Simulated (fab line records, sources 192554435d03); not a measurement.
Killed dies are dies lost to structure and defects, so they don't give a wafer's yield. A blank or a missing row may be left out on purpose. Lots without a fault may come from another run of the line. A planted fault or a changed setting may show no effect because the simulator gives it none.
One fault seen from 2 desks | flow n5_finfet | each desk has only its own numbers; what lay behind them comes last

THE METROLOGY DESK
What the gauges read, lot by lot, whatever tool the lot ran on: means of the sampled wafers that have a number. A lot is out of limits, marked OUT, if its mean lies more than 4 standard deviations from the usual mean; the brackets give that distance. Of its 11 readings 7 are shown: those that lie furthest out on some lot.
Columns: A = M3_ILD_THK at N5_BEOL_M3_THK_MEAS_01, usual 79.0 nm; B = DIBL_N at N5_BEOL_M4_RC_MEAS_101, usual 35.8 mV/V; C = DIBL_P at N5_BEOL_M4_RC_MEAS_101, usual 36.0 mV/V; D = IOFF_N at N5_BEOL_M4_RC_MEAS_101, usual 0.151 nA/um; E = ION_N at N5_BEOL_M4_RC_MEAS_101, usual 673 uA/um; F = ION_P at N5_BEOL_M4_RC_MEAS_101, usual 463 uA/um; G = SS_N at N5_BEOL_M4_RC_MEAS_101, usual 71.5 mV/dec
lot  | first seen here | A    | B    | C    | D     | E   | F   | G
L254 | day 6 22:26     | 79.1 | 37.0 | 36.2 | 0.143 | 669 | 462 | 71.4
L256 | day 7 18:53     | 79.5 | 35.4 | 34.8 | 0.129 | 659 | 455 | 71.4
L257 | day 8 11:31     | 78.2 | 36.5 | 36.0 | 0.162 | 682 | 468 | 71.3
L258 | day 8 15:38     | 76.5 | 37.7 | 37.2 | 0.153 | 671 | 465 | 71.5
L261 | day 8 18:40     | 78.1 | 37.6 | 37.8 | 0.168 | 680 | 465 | 72.4
L269 | day 11 06:16    | 78.7 | 37.6 | 39.0 | 0.186 | 686 | 473 | 72.1
L275 | day 12 11:21    | 78.5 | 36.2 | 36.0 | 0.177 | 684 | 472 | 71.8
L277 | day 12 18:24    | 78.2 | 34.9 | 35.5 | 0.135 | 665 | 457 | 71.4
L276 | day 12 21:43    | 79.5 | 36.9 | 37.0 | 0.157 | 673 | 460 | 71.6
This desk's finding: nothing out of limits on any of the 9 lots.

THE TOOL OWNER'S DESK: pecvd-01
The tool's own readings at N5_BEOL_M3_ILD_DEP_00 (deposits SiOC from DEMS/O2, target thk 79 nm, time 15.3 s): means of the sampled wafers that have a number, for each lot that ran on this tool. A lot is out of limits, marked OUT, if its mean lies more than 4 standard deviations from the usual mean; the brackets give that distance.
Columns: A = heater_power_w at N5_BEOL_M3_ILD_DEP_00, usual 510 W; B = showerhead_plenum_p_Torr at N5_BEOL_M3_ILD_DEP_00, usual 5.703 Torr; C = throttle_valve_pct at N5_BEOL_M3_ILD_DEP_00, usual 11.4 %
lot  | first seen here | A   | B     | C
L256 | day 7 18:49     | 475 | 5.717 | 11.2
L257 | day 8 11:27     | 519 | 5.715 | 11.2
L258 | day 8 15:34     | 476 | 5.727 | 10.9
L276 | day 12 21:40    | 510 | 5.706 | 11.8
This desk's finding: nothing out of limits on any of the 4 lots.

PUT TOGETHER
The metrology desk saw nothing out of limits.
The tool owner's desk saw nothing out of limits.

WHAT THE SIMULATOR HAD PUT IN
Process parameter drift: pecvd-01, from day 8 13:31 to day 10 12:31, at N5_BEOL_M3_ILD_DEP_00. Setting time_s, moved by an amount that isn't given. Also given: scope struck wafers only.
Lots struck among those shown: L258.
